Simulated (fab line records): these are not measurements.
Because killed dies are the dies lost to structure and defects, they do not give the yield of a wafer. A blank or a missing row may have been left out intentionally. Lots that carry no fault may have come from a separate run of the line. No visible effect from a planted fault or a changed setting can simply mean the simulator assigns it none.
One fault through the eyes of 2 desks -- flow n5-finfet -- each desk has only its own numbers; what lay behind them comes last

THE METROLOGY DESK
What the gauges read for every lot (on any tool): the sampled wafers with a number, averaged. If a lot's mean is further than 4 standard deviations from the usual mean, the lot is out of limits and carries the mark OUT (the distance appears in the brackets).
Columns: A = cd-nm at N5_SDB_CD_MEAS_11, usual 49.4 nm; B = SDB_OVL at N5_SDB_OVL_MEAS_12, usual 0.3 nm
lot,first seen here,A,B
L542,day 4 05:41,51.2,0.1
L543,day 4 13:26,49.9,1.9
L544,day 4 19:28,47.7,0.5
L546,day 5 06:17,43.3 (-5.5) OUT,-0.4
L548,day 5 19:13,43.9 (-5.0) OUT,-0.2
L549,day 6 00:50,48.8,0.3
L552,day 6 18:40,50.5,-0.2
L553,day 7 01:43,49.9,0.4
L554,day 7 07:22,49.1,0.3
L558,day 8 07:40,48.8,1.0
L562,day 9 06:55,48.3,0.1
L563,day 9 11:05,50.5,-0.0
This desk's verdict: out of limits on L546, L548, starting with L546 at day 5 06:17 (cd-nm at N5_SDB_CD_MEAS_11). L542, L543, L544, L549, L552, L553, L554, L558, L562, L563: within limits.

THE TOOL OWNER'S DESK: arfi-scanner-01
The tool's own readings at N5_SDB_EXPOSE_08 (exposes mask SDB): means of the sampled wafers that have a number, for each lot that ran on this tool. If a lot's mean is further than 4 standard deviations from the usual mean, the lot is out of limits and carries the mark OUT (the distance appears in the brackets).
Columns: A = exposure-dose-mJ-cm2 at N5_SDB_EXPOSE_08, usual 49.74; B = reticle-temp-C at N5_SDB_EXPOSE_08, usual 23.00 C
lot,first seen here,A,B
L543,day 4 13:19,49.59,23.10
L544,day 4 19:20,49.55,22.98
L546,day 5 06:10,46.07 (-19) OUT,22.93
L548,day 5 19:05,46.79 (-16) OUT,22.84
This desk's verdict: out of limits on L546, L548, starting with L546 at day 5 06:10 (exposure-dose-mJ-cm2 at N5_SDB_EXPOSE_08). L543, L544: within limits.

TAKEN TOGETHER
The tool owner's desk could have raised an alarm at day 5 06:10, on L546, L548.
The metrology desk could have raised an alarm at day 5 06:17, on L546, L548.
Every lot named ran N5_SDB_EXPOSE_08 on arfi-scanner-01.

WHAT THE SIMULATOR HAD PUT IN
Process parameter drift: arfi-scanner-01, from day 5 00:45 on, at N5_SDB_EXPOSE_08. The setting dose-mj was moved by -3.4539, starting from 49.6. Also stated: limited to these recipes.
Struck lots among those shown: L546, L548.
Counting hours from when the fault started, the first reading out of limits came at 5 for the tool owner's desk and at 6 for the metrology desk.
